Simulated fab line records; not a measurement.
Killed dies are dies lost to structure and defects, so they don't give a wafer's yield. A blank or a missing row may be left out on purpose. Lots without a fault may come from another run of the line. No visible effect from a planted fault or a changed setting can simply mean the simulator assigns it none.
A struck lot beside a sound one | flow n5-finfet | 16 steps out of a route of 1938
Sound: these wafers, L871.1, L871.2, L871.4. Struck: wafers L875.2, L875.3, L875.6. Last of all comes the cause.
At each step with rows: each side's tool, then ch and its chambers, then its first start. Under that, the readings that differ: sound wafers | struck wafers | difference of the means | sigmas: that difference in standard deviations of wafers without a fault.
alike: a reading whose means differ by less than 2 such deviations, as well as words and numbers matching on both sides. not compared: withheld readings; readings where some wafer has no value; bounds like >300 that might hide an equal value; numbers whose values overlap and for which the record gives no deviation.
A row with sigmas, a row that says differs or no value, or rows on one side alone: a step with any of these is where the two part. Numbers that have no deviation but don't overlap get no sigmas and don't part them. Lack of a reading on every wafer of one side parts them only where that side has two or more wafers.

first, 2 steps without rows for these wafers: N5_BEOL_M2_ANNEAL_80 (time 240 s); N5_BEOL_M2_SPUTTER_81 (material Cu, target thk 4.5 nm, time 8.29 s).
N5_BEOL_M2_ANNEAL_82: time 240 s.
  sound on pvd-sputter-01 at day 7 08:44; struck on pvd-sputter-01 at day 9 06:00
  alike: heater-power-w, susceptor-temp-C
N5_BEOL_M2_SPUTTER_86: material Cu, target thk 4.5 nm, time 8.29 s.
  sound on pvd-sputter-01 at day 7 08:53; struck on pvd-sputter-01 at day 9 06:08
  alike: susceptor-temp-C, throttle-valve-pct
then, 2 steps without rows for these wafers: N5_BEOL_M2_ANNEAL_87 (time 240 s); N5_BEOL_M2_SPUTTER_88 (material Cu, target thk 4.5 nm, time 8.29 s).
N5_BEOL_M2_ANNEAL_89: time 240 s.
  sound on pvd-sputter-01 at day 7 09:11; struck on pvd-sputter-01 at day 9 06:26
  alike: heater-power-w, susceptor-temp-C
then, 1 step without rows for these wafers: N5_BEOL_M2_SPUTTER_90 (material Cu, target thk 4.5 nm, time 8.29 s).
N5_BEOL_M2_ANNEAL_91: time 240 s.
  sound on pvd-sputter-01 at day 7 09:24; struck on pvd-sputter-01 at day 9 06:40
  alike: heater-power-w, susceptor-temp-C
then, 1 step without rows for these wafers: N5_BEOL_M2_SPUTTER_92 (material Cu, target thk 4.5 nm, time 8.29 s).
N5_BEOL_M2_ANNEAL_93: time 240 s.
  sound on pvd-sputter-01 at day 7 09:37; struck on pvd-sputter-01 at day 9 06:53
  alike: heater-power-w, susceptor-temp-C
then, 1 step without rows for these wafers: N5_BEOL_M2_SPUTTER_94 (material Cu, target thk 4.5 nm, time 8.29 s).
N5_BEOL_M2_ANNEAL_95: time 240 s.
  sound on pvd-sputter-01 at day 7 09:50; struck on pvd-sputter-01 at day 9 07:06
  no value came back on the struck wafers for heater-power-w (W), susceptor-temp-C (C); on the sound wafers heater-power-w (W) reads 864 996 847
then, 1 step without rows for these wafers: N5_BEOL_M2_SPUTTER_96 (material Cu, target thk 4.5 nm, time 8.29 s).
N5_BEOL_M4_RC_MEAS_101:
  sound on prober-02 ch 0, day 8 09:47; struck on prober-02 ch 0, day 10 06:49
  reading       | sound       | struck      | difference | sigmas
  ION_P (uA/um) | 448 447 459 | 464 474 465 | +16        | +2
  alike: DIBL_N, DIBL_P, IOFF_N, IOFF_P, ION_N, SS_N, SS_P, VT_N, VT_P
following that, these wafers have no rows for 1 step: N5_PASSIVATION_PROBE_49.

## WHERE THEY PART
Earliest at N5_BEOL_M2_ANNEAL_95; latest, in this record, at N5_BEOL_M4_RC_MEAS_101.

WHY: the cause the simulator had injected
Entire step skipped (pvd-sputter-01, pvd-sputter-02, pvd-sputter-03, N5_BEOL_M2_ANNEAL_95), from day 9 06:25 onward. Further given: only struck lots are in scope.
